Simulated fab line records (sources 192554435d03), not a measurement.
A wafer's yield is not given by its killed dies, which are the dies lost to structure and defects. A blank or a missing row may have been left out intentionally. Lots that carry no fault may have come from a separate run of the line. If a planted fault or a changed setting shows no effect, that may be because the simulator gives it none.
8D (eight disciplines) problem report, filled in by code	flow n5-finfet	the parts of the form that need people (team, actions taken, sign-off) are left out

== 1. WHAT IS WRONG ==
Across 3 wafers from 2 lots, IOFF_P_LONG at N5_BEOL_M4_RC_MEAS_101 averages 0.000160 nA/um, while fault-free wafers read 0.000107 nA/um with a standard deviation of 8.8e-06. Measured from the usual mean, that is +6.1 standard deviations.
First observed at day 11 09:07: wafer L156.2, on prober-01. At this step, 24 wafers from 8 lots have a number in the record. By rule, "out" or "out of limits" means more than 4 standard deviations away from the usual mean. All remaining wafers that have a number are taken as sound.

== 2. WHAT THIS IS AND IS NOT ==
question	is	is not
which readings at this step	IOFF_P_LONG	DIBL_N, DIBL_P, IOFF_N, ION_N, SS_N, SS_P, VT_N
which lots	L156, L160	L144, L152, L153, L154, L155, L164
which wafers of those lots	L156.2, L156.6, L160.5	L156.4, L160.3, L160.4
read on which gauges	prober-01	prober-02
when	from day 11 09:07	up to then (16 sound wafers); but 5 sound wafers of L160, L164 came after

== 3. SUSPECTS, AND WHAT RULES EACH OUT ==
Counting: a tool at a process step up to the reading stays a suspect if it ran every lot that is out. Sound lots after the first of them don't rule it out here, since some wafers of a struck lot are sound.
- the gauge at N5_BEOL_M4_RC_MEAS_101: kept. All the wafers that are out were read on prober-01, and no step on other tools shows them out.
- rie-diel-02 at N5_HKMG_FIN_ETCH_54 (etches SiARC in CF4, target depth 45.5 nm, time 75.8 s): kept. Every lot that is out went through it, the first being L156 (day 7 14:46); the last sound lot it ran before that was L153 (day 6 20:53).
- rie-diel-02 at N5_HKMG_FIN_STRIP_57 (strips in CF4): kept. Every lot that is out went through it, the first being L156 (day 7 15:01); the last sound lot it ran before that was L153 (day 6 21:08).
- rie-diel-02 at N5_HKMG_FIN_STRIP_93 (strips SOC in N2/H2, time 20 s): kept. Every lot that is out went through it, the first being L156 (day 7 15:28); the last sound lot it ran before that was L153 (day 6 21:34).
- ald-metal-02 at N5_HKMG_FIN_ALD_36 (deposits TiN, target thk 1 nm, pulse time 1 s, purge time 3 s): kept. Every lot that is out went through it, the first being L156 (day 7 16:51); the last sound lot it ran before that was L153 (day 6 23:09).
Left after counting: rie-diel-02 at N5_HKMG_FIN_ETCH_54, rie-diel-02 at N5_HKMG_FIN_STRIP_57, rie-diel-02 at N5_HKMG_FIN_STRIP_93, ald-metal-02 at N5_HKMG_FIN_ALD_36, prober-01 at N5_BEOL_M4_RC_MEAS_101.

== 4. THE CAUSE (what the simulator had put in) ==
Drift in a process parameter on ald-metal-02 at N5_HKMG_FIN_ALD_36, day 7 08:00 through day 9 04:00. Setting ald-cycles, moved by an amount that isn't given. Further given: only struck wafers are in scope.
This tool is one of the 5 suspects left after counting.

== 5. THE CHAIN OF EFFECTS, in route order ==
One row per reading whose mean, taken over the struck wafers that have a number, lies over 3 standard deviations from the usual. Only readings whose record carries a usual standard deviation are examined. hours: median over the lots of the time between each lot's start at the first step of this table that gives one and its start at this step. sigmas: the change, counted in usual standard deviations.
hours	step	reading	usual	on struck wafers	change	sigmas
0	N5_BEOL_M4_RC_MEAS_101	IOFF_P_LIN	0.100 nA/um	0.151	+0.051	+3.4
0	N5_BEOL_M4_RC_MEAS_101	IOFF_P_LONG	0.000107 nA/um	0.000160	+0.000053	+6.1
0	N5_BEOL_M4_RC_MEAS_101	VT_P	-250 mV	-236	+14	+4.2
0	N5_BEOL_M4_RC_MEAS_101	VT_P_LONG	-275.4 mV	-261.6	+13.8	+4.9
0	N5_BEOL_M4_RC_MEAS_101	VT_P_LVT	-98.5 mV	-85.5	+13.0	+4.3

== 6. HOW IT WOULD HAVE BEEN CAUGHT EARLIER ==
Counted from the fault's start at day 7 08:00, it took 97 hours until the first out-of-limits reading at a measuring or inspecting step in this record, taken at day 11 09:07.
An alarm limit of 4 standard deviations would not have fired on the tool readings at N5_HKMG_FIN_ALD_36 for which the record gives a usual standard deviation, since none of them was out on any struck wafer.
Each of the lots that are out, 2 in all, had begun N5_HKMG_FIN_ALD_36 on ald-metal-02 no later than day 11 09:07. Had the tool been put on hold then, not one of them would have been saved.
